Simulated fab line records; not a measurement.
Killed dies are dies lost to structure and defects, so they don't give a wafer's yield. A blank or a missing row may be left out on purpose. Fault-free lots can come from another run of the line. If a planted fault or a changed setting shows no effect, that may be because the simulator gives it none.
fab line records | flow n5Finfet
record lots=5 | wafers=13 | lastDay=16
route steps=1938 shown BEOL_M0@739 BEOL_M1@751 BEOL_M4@1111
lots untouched by any fault: they come from a run of this same line in which no faults occurred
startH: hours from the record's opening day to when the first of the lot's shown wafers began | waitH: hours elapsed since this lot's preceding step | " the same as in the row above | L1.1+2: several wafers, shown together as one row | - no value present, or no start provided | * or withheld: withheld | < > ~ a bound
route shown NAME@n: names a module that has steps shown in the file, with the first one's number in the route | usual: mean/standard deviation taken from wafers without a fault | same: alike in all rows | chamber/n: place in a boat | sites: the reading at each site | _std_site: standard deviation across them | _edge_site: inner sites' mean taken away from outer sites' mean | radiusMm: for every site, how far away it sits from the centre of the wafer | mask NAME#n: copy n | behind: tool/chamber where the wafer was last shaped | hold: why the lot was held/for how many hours/how that ended | device: whichever transistor did not switch (one of n, p or np) | end of line: tests run on the same wafers once the route is complete | a step without rows: its recipe alone | killed: count of dies lost to structure and defects at first sort (not the wafer's yield) | map: the dies of a wafer, with x for killed, . for not killed, _ for no die there
set.NAME: the run value of the setting; set.NAME@STEP: its run value at that earlier step | model.NAME: the simulator's own value behind a step, which no gauge read
a table for each step, a row for each wafer; lots at some steps of the route
services: a tool's chamber out of use, with start hour (startH, from the record's first day; less than 0 if before it), hours out, and reason
## steps
# step N5_BEOL_M0_ANNEAL_135
# recipe tempC=400 | timeS=60 | ambient=vacuum
# step N5_BEOL_M0_SPUTTER_141
# recipe material=Cu | targetThkA=40 | tempC=-20 | chamberPressurePa=0.07 | powerW=withheld | timeS=7.37
# step N5_BEOL_M0_ECD_118
# recipe material=Cu | targetThkA=3000
# step N5_BEOL_M0_ANNEAL_119
# recipe tempC=225 | timeS=90 | ambient=N2
# step N5_BEOL_M0_CMP_120
# recipe stopOn=SiOC | tOverpolishS=6.9 | downForcePsi=1 | platenRpm=50 | clearingPlatenDownForcePsi=1.5 | clearingPlatenRpm=50 | postCmpClean=cuAlkaline | clearingPlatenPadVelocityMS=0.99484 | padVelocityMS=0.99484
# step N5_BEOL_M0_PRE_CLEAN_131
# recipe gas=NH3/H2 | timeS=15 | tempC=* | rfPowerW=300
# step N5_BEOL_M0_CO_CAP_123
# recipe material=Co | targetThkA=20 | tempC=200 | precursor=CCTBA/H2 | pressureTorr=30 | timeS=102.1
# step N5_BEOL_M0_PRE_CLEAN_124
# recipe gas=NH3 | timeS=15 | tempC=withheld | rfPowerW=300
# step N5_BEOL_M0_DEP_125
# recipe material=SiCN | targetThkA=80 | tempC=withheld | precursor=3MS/NH3 | pressureTorr=3 | rfW=202 | timeS=14
# step N5_BEOL_M1_ILD_DEP_00
# recipe material=SiOC | targetThkA=790 | tempC=350 | precursor=DEMS/O2 | pressureTorr=5 | rfW=500 | timeS=15.3
# usual heaterPowerW=471/84 | showerheadPlenumPTorr=5.691/0.0095 | throttleValvePct=11.8/0.59
lot.wafer | tool     | chamber | startH | waitH | heaterPowerW | showerheadPlenumPTorr | throttleValvePct | model.SiOC_of_BEOL_M1_ILD_DEP_00.thkNm
L836.1    | pecvd-02 | 2       | 120.10 | 0.0   | 468          | 5.691                 | 10.8             | 78.8
L836.4    | "        | 0       | "      | "     | 432          | 5.710                 | 11.7             | 79
L836.6    | "        | 1       | "      | "     | 414          | 5.705                 | 12.6             | 79.6
L849.3    | pecvd-02 | 1       | 199.46 | 0.1   | 416          | 5.685                 | 12.3             | 80
L849.4    | "        | 2       | "      | "     | 482          | 5.692                 | 10.9             | 88.6
L849.6    | "        | 2       | "      | "     | 466          | 5.675                 | 11.0             | 80.4
L848.1    | pecvd-04 | 0       | 199.52 | 0.0   | 468          | 5.694                 | 11.9             | 79
L848.4    | "        | 2       | "      | "     | 445          | 5.685                 | 12.2             | 79.6
L848.5    | "        | 0       | "      | "     | 482          | 5.682                 | 12.1             | 80.8
L850.3    | pecvd-02 | 0       | 206.87 | 0.0   | 440          | 5.695                 | 11.9             | 77.8
L850.4    | "        | 2       | "      | "     | 484          | 5.691                 | 11.1             | 89.8
L851.3    | pecvd-02 | 0       | 211.17 | 0.0   | 462          | 5.683                 | 11.6             | 77.6
L851.4    | "        | 0       | "      | "     | 464          | 5.681                 | 12.0             | 88.2
# step N5_BEOL_M1_THK_MEAS_01
# recipe reads=SiOC_of_BEOL_M1_ILD_DEP_00
# usual M1_ILD_THK=79.1/1
lot.wafer | tool         | chamber | startH | waitH | M1_ILD_THK[nm]
L836.1    | filmMetro-01 | -       | 120.17 | 0.0   | 78.8
L836.4    | "            | -       | "      | "     | 78.9
L836.6    | "            | -       | "      | "     | 79.6
L849.3    | filmMetro-01 | -       | 199.53 | 0.1   | 80.0
L849.4    | "            | -       | "      | "     | 88.7
L849.6    | "            | -       | "      | "     | 80.4
L848.1    | filmMetro-02 | -       | 199.58 | 0.0   | 79.0
L848.4    | "            | -       | "      | "     | 79.6
L848.5    | "            | -       | "      | "     | 80.8
L850.3    | filmMetro-02 | -       | 206.93 | 0.1   | 77.7
L850.4    | "            | -       | "      | "     | 89.8
L851.3    | filmMetro-01 | -       | 211.24 | 0.1   | 77.6
L851.4    | "            | -       | "      | "     | 88.2
# step N5_BEOL_M1_PECVD_72
# recipe material=SiO2 | targetThkA=160 | tempC=400 | precursor=TEOS/O2 | pressureTorr=5.5 | rfW=450 | teosFlowSccm=53.8 | gas=O2 | flowSccm=3000 | timeS=18
# step N5_BEOL_M1_HM_DEP_02
# recipe material=TiN | targetThkA=200 | tempC=25 | chamberPressurePa=0.49996
# step N5_BEOL_M1_COAT_61
# recipe resist=SOC | tempC=250 | timeS=60 | spinRpm=1500 | resistThkNm=60
# step N5_BEOL_M1_COAT_62
# recipe resist=SiARC | tempC=220 | timeS=60 | spinRpm=1500 | resistThkNm=12
# step N5_BEOL_M1_COAT_73
# recipe resist=underlayer | tempC=205 | timeS=60 | spinRpm=1500 | resistThkNm=5
# step N5_BEOL_M1_COAT_05
# recipe resist=CAR-EUV | spinRpm=1500 | resistThkNm=30
# step N5_BEOL_M1_EBR_07
# recipe solvent=PGMEA | ebrWidthMm=1.5
# step N5_BEOL_M1_SOFTBAKE_06
# recipe tempC=110 | timeS=60 | resist=CAR-EUV
# step N5_BEOL_M1_EXPOSE_08
# recipe maskId=M1 | na=0.33 | sourceShape=dipole | sigmaInner=0.369 | sigmaOuter=0.767 | polarization=unpolarized | doseMj=33
# step N5_BEOL_M1_PEB_09
# recipe pebTempC=100 | pebTimeS=60 | resist=CAR-EUV
# step N5_BEOL_M1_DEVELOP_10
# recipe developTimeS=30 | developer=TMAH | resist=CAR-EUV | rinseLiquid=surfactantRinse | dry=airSpin | devTempC=23
# step N5_BEOL_M1_DESCUM_16
# recipe chemistry=O2 | timeS=7 | sourcePowerW=50 | biasPowerW=20 | pressureMtorr=20 | rfFrequencyHz=2.712e+07 | tempC=40 | resist=CAR-EUV | o2FlowSccm=225
# step N5_BEOL_M1_ETCH_74
# recipe chemistry=N2/H2 | target=underlayer | targetDepthA=65 | maskMaterial=CAR-EUV | timeS=5.2 | ionEnergyEv=200 | pressureMtorr=30 | sourceW=840 | biasW=150 | n2FlowSccm=200 | h2FlowSccm=200 | ends=cleared
# step N5_BEOL_M1_ETCH_63
# recipe chemistry=CF4 | target=SiARC | targetDepthA=156 | maskMaterial=CAR-EUV | timeS=26 | ionEnergyEv=80 | pressureMtorr=40 | sourceW=545 | biasW=36 | Ar_flow_sccm=100 | cf4FlowSccm=100 | ends=cleared
# step N5_BEOL_M1_ETCH_64
# recipe chemistry=N2/H2 | target=SOC | targetDepthA=750 | overetchA=150 | maskMaterial=SiARC | tempC=40 | timeS=112.5 | ionEnergyEv=200 | pressureMtorr=30 | sourceW=840 | biasW=150 | n2FlowSccm=200 | h2FlowSccm=200
# step N5_BEOL_M1_STRIP_65
# recipe chemistry=N2/H2 | tempC=40 | n2FlowSccm=200 | h2FlowSccm=200 | rfFrequencyHz=6e+07
# step N5_BEOL_M1_STRIP_75
# recipe chemistry=N2/H2 | tempC=40 | n2FlowSccm=200 | h2FlowSccm=200 | rfFrequencyHz=6e+07
# step N5_BEOL_M1_STRIP_66
# recipe chemistry=CF4 | resist=SiARC | powerW=300 | biasPowerW=75 | pressureMtorr=50 | cf4FlowSccm=150 | rfFrequencyHz=6e+07
# step N5_BEOL_M1_HM_OPEN_17
# recipe chemistry=Cl2/BCl3 | targetDepthA=200 | overetchA=60 | target=TiN | maskMaterial=SOC | ionEnergyEv=150 | pressureMtorr=10 | icpW=1000 | biasW=126 | Cl2_flow_sccm=53.25 | bcl3FlowSccm=21.75 | Ar_flow_sccm=25
# step N5_BEOL_M1_STRIP_19
# recipe chemistry=O2 | powerW=400 | tempC=40 | pressureMtorr=30 | rfFrequencyHz=6e+07 | biasPowerW=0 | overashFraction=0.2 | o2FlowSccm=225
# step N5_BEOL_M1_COAT_67
# recipe resist=SOC | tempC=250 | timeS=60 | spinRpm=1500 | resistThkNm=60
# step N5_BEOL_M1_COAT_68
# recipe resist=SiARC | tempC=220 | timeS=60 | spinRpm=1500 | resistThkNm=12
# step N5_BEOL_M1_COAT_76
# recipe resist=underlayer | tempC=205 | timeS=60 | spinRpm=1500 | resistThkNm=5
# step N5_BEOL_M1_COAT_22
# recipe resist=CAR-EUV | spinRpm=1500 | resistThkNm=30
# step N5_BEOL_M1_CMP_52
# recipe stopOn=SiOC | tOverpolishS=6.8 | downForcePsi=1 | platenRpm=50 | clearingPlatenDownForcePsi=1.5 | clearingPlatenRpm=50 | postCmpClean=cuAlkaline | targetThkNm=40 | clearingPlatenPadVelocityMS=0.99484 | padVelocityMS=0.99484
# usual motorCurrentA=6.1/0.44
lot.wafer | tool   | chamber | startH | waitH | motorCurrentA | model.Cu_of_BEOL_M1_ECD_50.thkNm | model.SiOC_of_BEOL_M1_ILD_DEP_00.thkNm
L836.1    | cmp-02 | 1       | 138.45 | 0.3   | 6.6           | 39.8                             | 77.8
L836.4    | "      | 2       | "      | "     | 5.9           | 40.4                             | 78
L836.6    | "      | 1       | "      | "     | 6.8           | 39.4                             | 78.6
L849.3    | cmp-01 | 3       | 217.00 | 0.2   | 5.7           | 40.8                             | 79
L849.4    | "      | 2       | "      | "     | 5.5           | 50.8                             | 87.6
L849.6    | "      | 0       | "      | "     | 5.9           | 43                               | 79.4
L850.3    | cmp-01 | 1       | 219.45 | 0.2   | 5.5           | 38.6                             | 76.8
L850.4    | "      | 2       | "      | "     | 5.1           | 52.8                             | 88.8
L848.4    | cmp-04 | 3       | 219.79 | 0.1   | 6.4           | 39.4                             | 78.6
L848.1    | "      | 1       | "      | "     | 6.8           | 39.8                             | 78
L848.5    | "      | 0       | "      | "     | 5.8           | 41.8                             | 79.8
L851.4    | cmp-02 | 0       | 222.47 | 0.1   | 6.2           | 49.6                             | 87.2
L851.3    | "      | 1       | "      | "     | 6.1           | 38                               | 76.6
# step N5_BEOL_M4_RC_MEAS_101
# usual DIBL_N=36.9/1.7 | DIBL_P=37.3/2.3 | IOFF_N=0.16/0.033 | IOFF_P=0.22/0.04 | ION_N=673/12 | ION_P=463/8 | SS_N=71.6/0.58 | SS_P=73.4/0.74 | VT_N=250/3.2 | VT_P=-250/3.4
lot.wafer | tool      | chamber | startH | waitH | DIBL_N[mV/V] | DIBL_P[mV/V] | IOFF_N[nA/um] | IOFF_P[nA/um] | ION_N[uA/um] | ION_P[uA/um] | SS_N[mV/dec] | SS_P[mV/dec] | VT_N[mV] | VT_P[mV]
L836.1    | prober-01 | 0       | 165.63 | 0.0   | 35.3         | 35.2         | 0.14          | 0.19          | 664          | 458          | 71.4         | 72.5         | 251      | -252
L836.4    | "         | 0       | "      | "     | 39.5         | 41.3         | 0.25          | 0.30          | 687          | 469          | 72.6         | 74.3         | 247      | -247
L836.6    | "         | 0       | "      | "     | 38.5         | 39.8         | 0.22          | 0.28          | 680          | 467          | 71.9         | 73.9         | 244      | -248
L849.3    | prober-01 | 0       | 254.86 | 0.3   | 35.7         | 34.4         | 0.14          | 0.18          | 687          | 461          | 71.5         | 73.0         | 252      | -251
L849.4    | "         | 0       | "      | "     | 38.5         | 38.5         | 0.18          | 0.24          | 679          | 465          | 72.4         | 73.7         | 245      | -247
L849.6    | "         | 0       | "      | "     | 36.3         | 37.5         | 0.16          | 0.23          | 677          | 471          | 71.6         | 73.7         | 248      | -251
L850.3    | prober-02 | 0       | 255.23 | 0.3   | 37.2         | 36.3         | 0.17          | 0.23          | 685          | 469          | 71.6         | 73.2         | 247      | -248
L850.4    | "         | 0       | "      | "     | 39.6         | 40.3         | 0.22          | 0.31          | 704          | 488          | 72.5         | 74.1         | 245      | -246
L848.1    | prober-01 | 0       | 256.26 | 0.0   | 38.4         | 38.4         | 0.19          | 0.28          | 691          | 477          | 72.0         | 74.0         | 249      | -243
L848.4    | "         | 0       | "      | "     | 37.3         | 37.0         | 0.17          | 0.27          | 687          | 475          | 71.6         | 72.9         | 249      | -244
L848.5    | "         | 0       | "      | "     | 37.9         | 37.8         | 0.17          | 0.29          | 674          | 468          | 71.4         | 73.8         | 250      | -242
L851.3    | prober-01 | 0       | 262.24 | 0.3   | 38.3         | 40.4         | 0.18          | 0.26          | 673          | 466          | 72.2         | 73.9         | 248      | -248
L851.4    | "         | 0       | "      | "     | 37.6         | 38.3         | 0.17          | 0.22          | 661          | 455          | 72.1         | 73.1         | 251      | -252
## services
tool     | chamber | startH | hours | kind
cmp-04   | -       | 98.61  | 0.2   | repair
cmp-01   | -       | 102.25 | 1.0   | repair
pecvd-02 | -       | 102.66 | 6.0   | pm
cmp-01   | -       | 108.20 | 13.3  | pm
cmp-02   | -       | 126.23 | 4.0   | pm
cmp-02   | -       | 130.23 | -     | consumableReplace:conditioner
cmp-02   | -       | 130.23 | -     | consumableReplace:pad
pecvd-04 | -       | 133.78 | 1.2   | repair
cmp-01   | -       | 150.78 | 3.5   | repair
cmp-02   | -       | 161.57 | 13.1  | pm
cmp-01   | -       | 162.94 | 1.1   | repair
pecvd-02 | 2       | 192.60 | 5.5   | scheduledDown
pecvd-02 | 0       | 198.06 | 2.1   | scheduledDown
cmp-04   | -       | 199.30 | 4.0   | pm
pecvd-04 | 2       | 202.38 | -     | clean
pecvd-04 | 2       | 202.38 | -     | consumableReplace:showerhead
pecvd-04 | 2       | 202.38 | 29.0  | scheduledDown
pecvd-04 | 2       | 202.38 | 29.0  | ventCycle
cmp-04   | -       | 203.30 | -     | consumableReplace:conditioner
cmp-04   | -       | 203.30 | -     | consumableReplace:pad
cmp-01   | -       | 207.51 | 4.9   | pm
cmp-02   | -       | 214.68 | 4.4   | repair
cmp-01   | -       | 221.30 | 2.3   | repair
## key
firstSign step=N5_BEOL_M1_THK_MEAS_01 | reading=M1_ILD_THK | direction=up | sigmas=9.5 | usual=79.1 | struck=88.9
effect none on later readings
modelEffect step=N5_BEOL_M1_ILD_DEP_00 | value=SiOC_of_BEOL_M1_ILD_DEP_00.thkNm | without=79.8 | struck=88.87
modelEffect step=N5_BEOL_M1_CMP_52 | value=Cu_of_BEOL_M1_ECD_50.thkNm | without=41.93 | struck=51.07
metAt N5_BEOL_M1_ILD_DEP_00
struckWafers L849.4,L850.4,L851.4
onsetBetween 120.10 199.46
fault kind=processParameterDrift | tool=pecvd-02 | chamber=- | onsetH=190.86 | steps=N5_BEOL_M1_ILD_DEP_00 | channel=timeS | offset=* | shape=step | endH=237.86 | scope=struckWafersOnly | actsIn=* | stated=*
